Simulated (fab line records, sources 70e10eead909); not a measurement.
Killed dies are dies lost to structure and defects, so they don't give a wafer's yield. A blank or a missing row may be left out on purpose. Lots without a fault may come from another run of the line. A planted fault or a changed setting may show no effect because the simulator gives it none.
A struck lot beside a sound one | flow nand_harc | 20 steps out of a route of 1159
Sound: wafers L826.1, L826.2, L826.3. Struck: wafer L839.3. (L839.2, L839.5 of the same lot were not struck and are left out.) The cause comes at the end.
At each step with rows: each side's tool, then ch and its chambers, then its first start. Under that, the readings that differ: sound wafers | struck wafers | difference of the means | sigmas: that difference in standard deviations of wafers without a fault.
alike: readings whose means differ by less than 2 such deviations, and words and numbers that are the same on both sides. not compared: withheld readings, readings that some wafer has no value for, bounds like >300 that may hide the same value, and numbers for which the record gives no deviation and whose values overlap.
The two part at a step that has a row with sigmas, a row that says differs or no value, or rows on one side only. Numbers that don't overlap but have no deviation are shown without sigmas and don't part them. A reading that every wafer of one side lacks parts them only if that side has two wafers or more.

NHARC_P_CONTACT_CMP_24: polishes, t overpolish 30 s, target thk 200 nm.
  sound on cmp-01 ch 0,1,2, day 6 09:46; struck on cmp-04 ch 0, day 9 20:37
  alike: motor_current_A, overpolish_run_s, time_to_endpoint_s
then, 1 step without rows for these wafers: NHARC_P_CONTACT_SRD_26.
NHARC_P_CONTACT_INSPECT_27:
  sound on defect_inspect-02, day 6 10:11; struck on defect_inspect-01, day 9 21:01
  alike: raw_defect_count
then, 8 steps without rows for these wafers: NHARC_P_M0_DEP_00 (deposits SiOC, target thk 150 nm); NHARC_P_M0_DEHYDRATE_01 (time 120 s); NHARC_P_M0_HMDS_02 (time 30 s); NHARC_P_M0_COAT_33 (time 65 s); NHARC_P_M0_COAT_03 (resist thk 90 nm); NHARC_P_M0_SOFTBAKE_04 (time 55 s); NHARC_P_M0_EBR_05; NHARC_P_M0_EXPOSE_06 (exposes mask P M0, target cd 90 nm).
NHARC_P_M0_PEB_07: peb time 65 s.
  sound on litho_track-04 ch 0, day 6 10:53; struck on litho_track-04 ch 0, day 9 21:50
  reading                  | sound             | struck | difference | sigmas
  heater_power_total_W (W) | 156.5 156.2 156.3 | 216.2  | +59.9      | +99 or more
then, 1 step without rows for these wafers: NHARC_P_M0_DEVELOP_08 (develop time 35 s).
NHARC_P_M0_CD_MEAS_09: target cd 90 nm.
  sound on cd_sem-01 ch 0, day 6 10:58; struck on cd_sem-01 ch 0, day 9 21:55
  reading    | sound          | struck | difference | sigmas
  cd_nm (nm) | 90.6 90.3 90.1 | 67.0   | -23.3      | -48
NHARC_P_M0_OVL_MEAS_10: pitch 180 nm.
  sound on overlay-02, day 6 11:03; struck on overlay-02, day 9 22:01
  alike: overlay_x_nm, overlay_y_nm
NHARC_P_M0_INSPECT_11:
  sound on defect_inspect-01, day 6 11:05; struck on defect_inspect-02, day 9 22:02
  alike: raw_defect_count
NHARC_P_M0_DESCUM_14: chemistry O2, time 3 s.
  sound on rie_diel-06 ch 0,2,3, day 6 11:09; struck on rie_diel-02 ch 3, day 9 22:08
  reading               | sound             | struck | difference | sigmas
  model.P_M0.cd_nm (nm) | 90.86 90.19 90.38 | 67.14  | -23.34     |
  alike: drypump_motor_current_A, oes_product_au, rf_vpp_V, showerhead_plenum_p_Torr, throttle_valve_pct
  not compared: rf_hours_counter_h
NHARC_P_M0_ETCH_34: etches the open film in N2/H2, target depth 40 nm, overetch 12 nm, time 43.94 s.
  sound on rie_diel-06 ch 0,2,3, day 6 11:14; struck on rie_diel-02 ch 1, day 9 22:13
  alike: drypump_motor_current_A, oes_product_au, rf_vpp_V, showerhead_plenum_p_Torr, throttle_valve_pct
  not compared: rf_hours_counter_h
NHARC_P_M0_ETCH_15: etches the open film in C4F8/Ar, target depth 150 nm, overetch 15 nm, time 82.5 s.
  sound on rie_diel-06 ch 0,2,3; struck on rie_diel-02 ch 0
  reading                | sound             | struck | difference | sigmas
  rf_hours_counter_h (h) | 3.8 3.5 3.0       | 4.1    | +0.7       |
  model.P_M0.cd_nm (nm)  | 90.82 89.95 90.36 | 66.75  | -23.63     |
  alike: oes_product_au, rf_vpp_V
NHARC_P_M0_CD_MEAS_16:
  sound on cd_sem-01, day 6 11:27; struck on cd_sem-01, day 9 22:26
  reading    | sound          | struck | difference | sigmas
  cd_nm (nm) | 91.1 90.0 90.5 | 66.7   | -23.8      | -40

WHERE THEY PART
First at NHARC_P_M0_PEB_07; last, within this record, at NHARC_P_M0_CD_MEAS_16.

WHY: what the simulator had put in
Process parameter drift: litho_track-04, from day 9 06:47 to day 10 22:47, at NHARC_P_M0_PEB_07. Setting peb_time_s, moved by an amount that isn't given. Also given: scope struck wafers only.
